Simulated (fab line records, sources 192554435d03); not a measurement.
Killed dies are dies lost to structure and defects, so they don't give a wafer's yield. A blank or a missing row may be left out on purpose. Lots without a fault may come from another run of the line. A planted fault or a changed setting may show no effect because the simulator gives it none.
fab line records | flow n5_finfet | part 1 of 2: steps 1 to 4 of 6
record lots=21 wafers=63 last_day=19
route steps=1938 shown FIN_CUT@167 STI_FIN_REVEAL@184 DUMMY_GATE@235
lots that met no fault: from a run of the same line without faults
start_h: hours from the record's first day to the start of the lot's first wafer shown | wait_h: hours since the lot's step before | " the same as in the row above | L1.1+2: a row that stands for several wafers | - no value, or no start given | * or withheld: withheld | < > ~ a bound
route shown NAME@n: a module of which the file shows steps, and the number in the route of the first | usual: mean/standard deviation of fault-free wafers | same: alike in all rows | chamber/n: place in a boat | sites: the reading at each site | _std_site: their standard deviation | _edge_site: outer sites' mean less inner sites' | radius_mm: how far each site lies from the wafer's centre | mask NAME#n: copy n | behind: the tool/chamber that last shaped the wafer | hold: why the lot was held/for how many hours/how that ended | device: the transistor (n, p or np) that didn't switch | end of line: the same wafers' tests at the end of the route | a step without rows: its recipe alone | killed: dies lost to structure and defects at the first sort, not the wafer's yield | map: a wafer's dies, x killed, . not, _ none there
set.NAME: the setting as run; set.NAME@STEP: as run at that earlier step | model.NAME: the simulator's own value behind a step, which no gauge read
steps of the route over a sample of lots; a table a step, a row a wafer
services: from which hour (start_h, from the record's first day; less than 0 if before it) a tool's chamber was out of use, for how many hours, and why
## steps
# step N5_FIN_CUT_ETCH_30
# recipe chemistry=N2/H2 target=underlayer target_depth_a=130 mask_material=CAR-EUV time_s=10.4 ion_energy_ev=200 pressure_mtorr=30 source_w=840 bias_w=150 n2_flow_sccm=200 h2_flow_sccm=200 ends=cleared
# usual bias_w=150.0/0.45 drypump_motor_current_A=5.7/0.62 etch_rf_on_time_s=10.36/0.14 oes_product_au=0.69/0.068 rf_vpp_V=524.0/2.3 showerhead_plenum_p_Torr=2.55/0.085 throttle_valve_pct=17.85/0.18
# columns lot.wafer tool chamber start_h wait_h bias_w drypump_motor_current_A etch_rf_on_time_s oes_product_au rf_hours_counter_h rf_vpp_V showerhead_plenum_p_Torr throttle_valve_pct
L074.2 rie_diel-01 0 26.53 0.0 149.7 5.4 10.29 0.79 17 525.6 2.60 17.63
L074.3 " 3 " " 149.7 5.4 10.52 0.61 209 523.2 2.51 17.75
L074.5 " 2 " " 150.5 4.9 10.11 0.70 - 522.3 2.46 17.79
L075.2 rie_diel-06 0 32.77 0.0 150.5 6.3 10.38 0.59 237 524.9 2.62 18.05
L075.4 " 1 " " 150.9 4.9 10.30 0.66 156 523.0 2.54 17.80
L075.6 " 2 " " 150.1 6.6 10.19 0.61 - 525.6 2.62 18.27
L076.1 rie_diel-01 0 40.84 0.0 149.6 5.4 10.38 0.78 23 524.2 2.60 17.61
L076.2 " 2 " " 150.0 4.9 10.16 0.69 101 520.9 2.46 17.79
L076.5 " 3 " " 149.5 5.4 10.41 0.61 - 523.8 2.51 17.75
L077.2 rie_diel-06 3 45.75 0.0 150.0 5.1 10.56 0.64 159 523.0 2.44 18.16
L077.4 " 1 " " 150.7 4.9 10.65 0.66 160 523.7 2.54 17.82
L077.6 " 2 " " 150.3 6.6 10.28 0.61 - 525.2 2.61 18.27
L078.2 rie_diel-04 1 52.51 0.0 149.9 5.9 10.19 0.69 102 527.0 2.67 17.85
L078.3 " 3 " " 149.9 5.9 10.51 0.58 244 525.4 2.60 18.00
L078.5 " 2 " " 149.5 6.2 10.42 0.69 - 521.3 2.46 18.00
L079.1 rie_diel-01 3 58.89 0.0 149.8 5.4 10.51 0.60 219 522.8 2.51 17.76
L079.2 " 1 " " 149.4 6.7 10.37 0.76 35 525.9 2.59 17.71
L079.4 " 0 " " 149.3 5.4 10.43 0.77 28 525.6 2.60 17.63
L080.3 rie_diel-01 3 63.41 0.0 149.9 5.4 10.37 0.60 221 523.2 2.51 17.76
L080.5 " 3 " " 150.1 5.4 10.38 0.60 - 523.4 2.51 17.79
L080.6 " 2 " " 149.8 4.9 10.14 0.69 - 523.7 2.46 17.80
L081.2 rie_diel-04 3 68.79 0.0 150.6 5.9 10.61 0.58 249 526.4 2.60 18.01
L081.3 " 2 " " 150.9 6.2 10.40 0.69 94 522.8 2.46 18.00
L081.5 " 0 " " 149.8 5.3 10.61 0.60 - 519.2 2.41 17.97
L082.1 rie_diel-04 2 74.54 0.0 149.8 6.2 10.41 0.69 95 523.0 2.46 18.01
L082.3 " 1 " " 149.4 5.9 10.19 0.69 108 528.0 2.67 17.88
L082.4 " 1 " " 149.6 5.9 10.25 0.68 - 526.3 2.67 17.86
L083.1 rie_diel-04 0 80.00 0.0 150.2 5.4 10.61 0.59 240 518.9 2.40 17.98
L083.3 " 1 " " 149.3 5.9 10.32 0.68 111 526.1 2.67 17.88
L083.5 " 1 " " 149.9 5.9 10.30 0.69 - 527.2 2.67 17.84
L084.2 rie_diel-06 3 86.67 0.0 150.8 5.1 10.58 0.62 175 520.6 2.43 18.19
L084.4 " 2 " " 149.2 6.6 10.52 0.60 - 525.5 2.61 18.30
L084.6 " 3 " " 150.8 5.1 10.58 0.63 - 520.5 2.43 18.19
L085.1 rie_diel-01 0 97.63 0.0 149.6 5.4 10.24 0.75 40 525.2 2.60 17.66
L085.4 " 1 " " 150.5 6.8 10.31 0.74 47 525.9 2.59 17.72
L085.5 " 1 " " 149.9 6.8 10.35 0.74 - 524.5 2.59 17.71
L086.1 rie_diel-01 1 100.40 0.0 149.8 6.8 10.34 0.74 49 526.1 2.59 17.72
L086.3 " 2 " " 150.0 4.8 10.21 0.67 119 521.2 2.45 17.82
L086.4 " 3 " " 149.9 5.4 10.52 0.59 233 523.0 2.50 17.79
L089.2 rie_diel-04 2 119.54 0.0 149.4 6.2 10.42 0.68 112 521.8 2.45 18.05
L089.3 " 1 " " 150.7 5.9 10.31 0.67 125 527.0 2.66 17.89
L089.4 " 2 " " 149.8 6.2 10.43 0.68 - 522.0 2.45 18.06
L091.2 rie_diel-04 2 128.93 0.0 150.2 6.2 10.53 0.66 117 520.9 2.45 18.07
L091.5 " 1 " " 149.9 5.9 10.18 0.66 - 526.4 2.66 17.88
L091.6 " 2 " " 149.9 6.2 10.48 0.67 - 522.4 2.45 18.05
L092.1 rie_diel-04 3 134.88 0.0 150.0 5.9 10.44 0.79 17 526.8 2.59 17.62
L092.5 " 3 " " 150.1 5.9 10.47 0.79 - 524.9 2.59 17.62
L092.6 " 2 " " 149.9 6.2 10.57 0.66 - 521.4 2.45 18.05
L093.2 rie_diel-04 3 141.86 0.0 150.1 5.9 10.26 0.79 19 524.7 2.59 17.63
L093.4 " 0 " " 150.0 5.4 10.31 0.85 4 527.6 2.72 17.56
L093.6 " 3 " " 149.9 5.9 10.30 0.79 - 525.8 2.59 17.62
L094.2 rie_diel-01 0 147.62 0.0 149.6 5.4 10.36 0.72 56 525.0 2.59 17.68
L094.5 " 2 " " 149.9 4.9 10.17 0.67 - 521.9 2.45 17.85
L094.6 " 1 " " 149.8 6.7 10.28 0.72 - 523.2 2.58 17.75
L095.2 rie_diel-01 1 153.40 0.0 150.7 6.8 10.31 0.72 67 524.7 2.58 17.76
L095.5 " 2 " " 150.3 4.8 10.27 0.66 - 522.3 2.45 17.85
L095.6 " 0 " " 148.8 5.4 10.34 0.72 - 523.9 2.59 17.69
L096.1 rie_diel-01 0 159.56 0.0 150.1 5.5 10.42 0.72 61 525.1 2.59 17.70
L096.3 " 2 " " 150.6 4.9 10.45 0.66 134 520.0 2.45 17.86
L096.4 " 0 " " 150.0 5.4 10.39 0.73 - 524.5 2.59 17.69
L097.2 rie_diel-04 2 164.70 0.0 150.2 6.2 10.31 0.66 128 521.2 2.45 18.08
L097.3 " 1 " " 150.1 5.9 10.21 0.66 142 526.2 2.66 17.91
L097.5 " 0 " " 149.0 5.3 10.50 0.81 - 529.2 2.72 17.59
# step N5_FIN_CUT_ETCH_21
# recipe chemistry=N2/H2 target=SOC target_depth_a=2190 overetch_a=438 mask_material=SiARC temp_c=40 ion_energy_ev=100 bias_w=61 time_s=523.5 pressure_mtorr=30 source_w=850 n2_flow_sccm=200 h2_flow_sccm=200
# usual bias_w=60.98/0.18 drypump_motor_current_A=5.7/0.62 oes_product_au=0.74/0.072 rf_vpp_V=240.7/1.4 showerhead_plenum_p_Torr=2.55/0.085 throttle_valve_pct=17.80/0.18
# columns lot.wafer tool chamber start_h wait_h bias_w drypump_motor_current_A oes_product_au rf_hours_counter_h rf_vpp_V showerhead_plenum_p_Torr throttle_valve_pct
L074.2 rie_diel-01 0 26.58 0.0 61.00 5.5 0.85 17 241.6 2.61 17.56
L074.3 " 3 " " 60.47 5.4 0.65 209 240.1 2.51 17.72
L074.5 " 2 " " 61.04 4.9 0.74 - 239.5 2.46 17.75
L075.2 rie_diel-06 0 32.82 0.0 60.96 6.3 0.64 237 240.8 2.62 17.99
L075.4 " 1 " " 60.71 4.9 0.71 156 240.7 2.54 17.74
L075.6 " 2 " " 60.96 6.6 0.66 - 240.7 2.62 18.20
L076.1 rie_diel-01 0 40.90 0.0 61.02 5.4 0.83 23 242.1 2.60 17.58
L076.2 " 2 " " 60.88 4.9 0.73 101 238.8 2.46 17.75
L076.5 " 3 " " 60.50 5.4 0.65 - 240.5 2.51 17.72
L077.2 rie_diel-06 3 45.81 0.0 60.96 5.1 0.70 159 239.0 2.44 18.12
L077.4 " 1 " " 61.17 5.0 0.70 160 241.5 2.54 17.77
L077.6 " 2 " " 60.87 6.6 0.65 - 242.0 2.61 18.21
L078.2 rie_diel-04 1 52.56 0.0 60.66 5.9 0.74 102 242.2 2.67 17.81
L078.3 " 3 " " 60.98 5.9 0.63 244 242.4 2.60 17.95
L078.5 " 2 " " 60.87 6.2 0.74 - 240.8 2.46 17.95
L079.1 rie_diel-01 3 58.95 0.0 61.00 5.4 0.65 219 241.3 2.51 17.74
L079.2 " 1 " " 60.66 6.8 0.81 35 241.6 2.59 17.66
L079.4 " 0 " " 60.97 5.4 0.83 28 242.1 2.60 17.56
L080.3 rie_diel-01 3 63.47 0.0 61.00 5.4 0.65 221 238.4 2.51 17.73
L080.5 " 3 " " 60.82 5.5 0.65 - 240.3 2.51 17.71
L080.6 " 2 " " 60.96 4.9 0.73 - 240.6 2.46 17.76
L081.2 rie_diel-04 3 68.85 0.0 61.00 5.9 0.63 249 241.2 2.60 17.96
L081.3 " 2 " " 60.58 6.2 0.74 94 236.8 2.46 17.96
L081.5 " 0 " " 61.27 5.3 0.64 - 237.8 2.41 17.94
L082.1 rie_diel-04 2 74.59 0.0 61.30 6.2 0.73 95 240.1 2.46 17.99
L082.3 " 1 " " 61.10 5.9 0.73 108 242.7 2.67 17.82
L082.4 " 1 " " 61.49 5.9 0.73 - 243.0 2.67 17.82
L083.1 rie_diel-04 0 80.05 0.0 60.72 5.3 0.64 240 238.8 2.41 17.94
L083.3 " 1 " " 60.74 5.9 0.72 111 241.6 2.67 17.81
L083.5 " 1 " " 60.95 5.9 0.72 - 243.1 2.67 17.83
L084.2 rie_diel-06 3 86.73 0.0 61.11 5.1 0.68 176 239.7 2.43 18.16
L084.4 " 2 " " 61.18 6.6 0.65 - 242.6 2.61 18.24
L084.6 " 3 " " 61.01 5.1 0.68 - 237.7 2.43 18.15
L085.1 rie_diel-01 0 97.69 0.0 61.14 5.4 0.82 40 243.4 2.60 17.61
L085.4 " 1 " " 61.18 6.8 0.79 47 240.8 2.59 17.68
L085.5 " 1 " " 60.77 6.7 0.79 - 240.2 2.59 17.69
L086.1 rie_diel-01 1 100.46 0.0 61.05 6.8 0.79 49 242.0 2.59 17.69
L086.3 " 2 " " 61.12 4.9 0.72 119 238.9 2.45 17.78
L086.4 " 3 " " 60.71 5.4 0.64 233 240.5 2.50 17.75
L089.2 rie_diel-04 2 119.60 0.0 61.12 6.2 0.72 112 238.9 2.45 18.02
L089.3 " 1 " " 61.08 5.9 0.72 125 243.1 2.66 17.85
L089.4 " 2 " " 61.16 6.2 0.73 - 239.2 2.46 17.99
L091.2 rie_diel-04 2 128.98 0.0 60.93 6.2 0.72 117 239.7 2.45 18.01
L091.5 " 1 " " 61.26 5.9 0.71 - 242.4 2.66 17.86
L091.6 " 2 " " 60.97 6.2 0.72 - 238.6 2.45 18.01
L092.1 rie_diel-04 3 134.94 0.0 61.10 5.9 0.85 17 242.3 2.59 17.56
L092.5 " 3 " " 60.79 5.9 0.85 - 243.3 2.59 17.58
L092.6 " 2 " " 60.98 6.2 0.71 - 239.7 2.45 18.02
L093.2 rie_diel-04 3 141.92 0.0 61.17 5.9 0.85 19 240.7 2.59 17.58
L093.4 " 0 " " 60.70 5.3 0.91 4 243.4 2.72 17.55
L093.6 " 3 " " 60.86 5.9 0.85 - 241.0 2.59 17.57
L094.2 rie_diel-01 0 147.68 0.0 61.02 5.4 0.79 56 240.9 2.59 17.63
L094.5 " 2 " " 60.89 4.9 0.72 - 239.1 2.45 17.81
L094.6 " 1 " " 61.30 6.7 0.77 - 241.3 2.58 17.70
L095.2 rie_diel-01 1 153.46 0.0 60.88 6.8 0.77 67 241.1 2.58 17.71
L095.5 " 2 " " 60.95 4.9 0.71 - 240.5 2.45 17.82
L095.6 " 0 " " 61.31 5.4 0.79 - 240.4 2.59 17.64
L096.1 rie_diel-01 0 159.62 0.0 61.12 5.4 0.78 61 241.8 2.59 17.64
L096.3 " 2 " " 61.03 4.9 0.70 135 239.7 2.45 17.80
L096.4 " 0 " " 61.04 5.4 0.78 - 240.3 2.59 17.64
L097.2 rie_diel-04 2 164.76 0.0 61.09 6.2 0.71 128 239.3 2.45 18.04
L097.3 " 1 " " 61.04 5.9 0.71 142 242.8 2.66 17.88
L097.5 " 0 " " 60.70 5.3 0.88 - 242.3 2.72 17.54
# step N5_FIN_CUT_CUT_ETCH_15
# recipe chemistry=HBr/Cl2/O2 target=Si target_depth_a=1000 bt_time_s=10 mask_material=SOC time_s=42.4 ion_energy_ev=* bias_w=* pressure_mtorr=10 icp_w=800 HBr_flow_sccm=150 Cl2_flow_sccm=80 O2_flow_sccm=12
# usual bias_w=* drypump_motor_current_A=6.0/0.38 oes_product_au=0.996/0.01 throttle_valve_pct=37.11/0.25
# columns lot.wafer tool chamber start_h wait_h bias_w drypump_motor_current_A oes_product_au rf_hours_counter_h throttle_valve_pct
L074.2 rie_si-03 3 27.12 0.1 * 5.3 0.987 91 36.79
L074.3 " 1 " " * 6.4 0.986 118 36.81
L074.5 " 3 " " * 5.3 0.988 - 36.79
L075.2 rie_si-02 0 33.36 0.1 * 6.0 1.009 2 37.14
L075.4 " 1 " " * 5.5 0.984 147 37.03
L075.6 " 1 " " * 5.5 0.994 - 37.05
L076.1 rie_si-03 0 41.51 0.1 * 6.0 1.001 190 36.99
L076.2 " 1 " " * 6.3 0.982 118 36.83
L076.5 " 2 " " * 5.8 0.994 - 37.08
L077.2 rie_si-03 1 46.36 0.1 * 6.3 0.988 118 36.81
L077.4 " 0 " " * 6.0 1.003 190 37.01
L077.6 " 0 " " * 6.0 1.001 - 37.00
L078.2 rie_si-03 2 53.10 0.1 * 5.9 0.982 49 37.09
L078.3 " 1 " " * 6.3 0.972 119 36.82
L078.5 " 3 " " * 5.3 0.987 - 36.78
L079.1 rie_si-02 3 59.49 0.1 * 6.4 1.013 104 37.66
L079.2 " 0 " " * 6.0 1.015 2 37.12
L079.4 " 1 " " * 5.5 0.996 148 37.04
L080.3 rie_si-03 1 64.01 0.0 * 6.4 0.982 119 36.80
L080.5 " 3 " " * 5.4 0.990 - 36.80
L080.6 " 2 " " * 5.8 0.978 - 37.08
L081.2 rie_si-03 2 69.39 0.1 * 5.8 0.993 50 37.07
L081.3 " 3 " " * 5.3 0.991 92 36.79
L081.5 " 2 " " * 5.9 0.987 - 37.08
L082.1 rie_si-03 1 75.13 0.1 * 6.4 0.984 119 36.80
L082.3 " 2 " " * 5.9 0.995 50 37.08
L082.4 " 0 " " * 6.0 1.007 191 37.00
L083.1 rie_si-02 2 80.59 0.1 * 6.7 0.992 87 37.09
L083.3 " 3 " " * 6.5 1.003 104 37.67
L083.5 " 3 " " * 6.4 1.008 - 37.66
L084.2 rie_si-01 2 87.26 0.1 * 6.2 1.007 131 36.99
L084.4 " 2 " " * 6.3 1.011 - 37.01
L084.6 " 0 " " * 6.0 0.988 - 37.39
L085.1 rie_si-02 3 98.23 0.1 * 6.4 1.013 105 37.66
L085.4 " 2 " " * 6.7 0.989 87 37.05
L085.5 " 2 " " * 6.7 1.002 - 37.07
L086.1 rie_si-02 2 100.99 0.1 * 6.7 0.988 87 37.06
L086.3 " 1 " " * 5.5 0.991 149 37.02
L086.4 " 3 " " * 6.5 1.011 105 37.65
L089.2 rie_si-02 0 120.14 0.1 * 6.1 1.007 4 37.14
L089.3 " 1 " " * 5.5 0.993 149 37.05
L089.4 " 3 " " * 6.5 1.004 105 37.65
L091.2 rie_si-02 1 129.52 0.1 * 5.5 0.980 149 37.03
L091.5 " 2 " " * 6.6 0.997 - 37.08
L091.6 " 3 " " * 6.4 1.013 - 37.66
L092.1 rie_si-01 1 135.49 0.1 * 5.8 0.982 166 36.94
L092.5 " 0 " " * 5.9 0.990 - 37.39
L092.6 " 3 " " * 6.2 1.004 - 37.36
L093.2 rie_si-01 1 142.46 0.1 * 5.8 0.982 166 36.92
L093.4 " 0 " " * 6.0 0.982 87 37.38
L093.6 " 0 " " * 6.0 0.996 - 37.40
L094.2 rie_si-03 0 148.22 0.1 * 6.0 1.001 193 37.01
L094.5 " 1 " " * 6.3 0.977 - 36.78
L094.6 " 2 " " * 5.9 0.997 - 37.10
L095.2 rie_si-01 0 154.00 0.1 * 6.0 0.992 87 37.39
L095.5 " 3 " " * 6.2 1.007 - 37.36
L095.6 " 2 " " * 6.3 1.003 - 37.00
L096.1 rie_si-01 1 160.16 0.1 * 5.8 0.992 166 36.95
L096.3 " 2 " " * 6.3 1.005 132 37.01
L096.4 " 3 " " * 6.2 1.012 191 37.37
L097.2 rie_si-02 0 165.30 0.1 * 6.0 1.014 5 37.14
L097.3 " 2 " " * 6.6 0.995 88 37.08
L097.5 " 0 " " * 6.0 1.002 - 37.15
# step N5_STI_FIN_REVEAL_ALD_14
# recipe material=Si3N4 target_thk_a=30 temp_c=400 ald_precursor_family=SiH2I2 ald_co_reactant=N2/H2-plasma pressure_torr=2
# usual heater_power_w=854/81
# columns lot.wafer tool chamber start_h wait_h heater_power_w
L074.2 ald_sin-01 2 27.49 0.0 814
L074.3 " 3 " " 955
L074.5 " 0 " " 805
L075.2 ald_sin-03 0 33.75 0.0 871
L075.4 " 2 " " 699
L075.6 " 2 " " 726
L076.1 ald_sin-01 1 41.87 0.0 1016
L076.2 " 0 " " 829
L076.5 " 3 " " 929
L077.2 ald_sin-01 3 46.90 0.0 954
L077.4 " 0 " " 827
L077.6 " 2 " " 807
L078.2 ald_sin-02 0 53.56 0.0 809
L078.3 " 2 " " 966
L078.5 " 3 " " 770
L079.1 ald_sin-02 0 59.91 0.0 829
L079.2 " 1 " " 771
L079.4 " 3 " " 760
L080.3 ald_sin-02 2 64.38 0.0 956
L080.5 " 2 " " 949
L080.6 " 1 " " 768
L081.2 ald_sin-01 1 69.82 0.0 978
L081.3 " 0 " " 832
L081.5 " 3 " " 949
L082.1 ald_sin-01 3 75.50 0.0 952
L082.3 " 0 " " 825
L082.4 " 2 " " 816
L083.1 ald_sin-02 1 81.11 0.0 764
L083.3 " 3 " " 756
L083.5 " 2 " " 939
L084.2 ald_sin-02 1 87.72 0.0 773
L084.4 " 0 " " 812
L084.6 " 3 " " 746
L085.1 ald_sin-03 3 100.42 0.0 925
L085.4 " 0 " " 868
L085.5 " 2 " " 717
L086.1 ald_sin-03 3 101.61 0.0 945
L086.3 " 0 " " 883
L086.4 " 2 " " 725
L089.2 ald_sin-03 3 120.77 0.0 921
L089.3 " 1 " " 873
L089.4 " 2 " " 725
L091.2 ald_sin-01 1 130.18 0.0 989
L091.5 " 1 " " 995
L091.6 " 0 " " 822
L092.1 ald_sin-02 1 135.88 0.0 783
L092.5 " 0 " " 820
L092.6 " 3 " " 769
L093.2 ald_sin-02 0 142.82 0.0 816
L093.4 " 1 " " 775
L093.6 " 2 " " 955
L094.2 ald_sin-03 1 148.96 0.0 910
L094.5 " 1 " " 872
L094.6 " 2 " " 722
L095.2 ald_sin-03 1 154.39 0.0 900
L095.5 " 0 " " 868
L095.6 " 3 " " 931
L096.1 ald_sin-01 0 160.53 0.0 811
L096.3 " 3 " " 945
L096.4 " 1 " " 988
L097.2 ald_sin-02 1 165.67 0.0 763
L097.3 " 2 " " 954
L097.5 " 1 " " 761
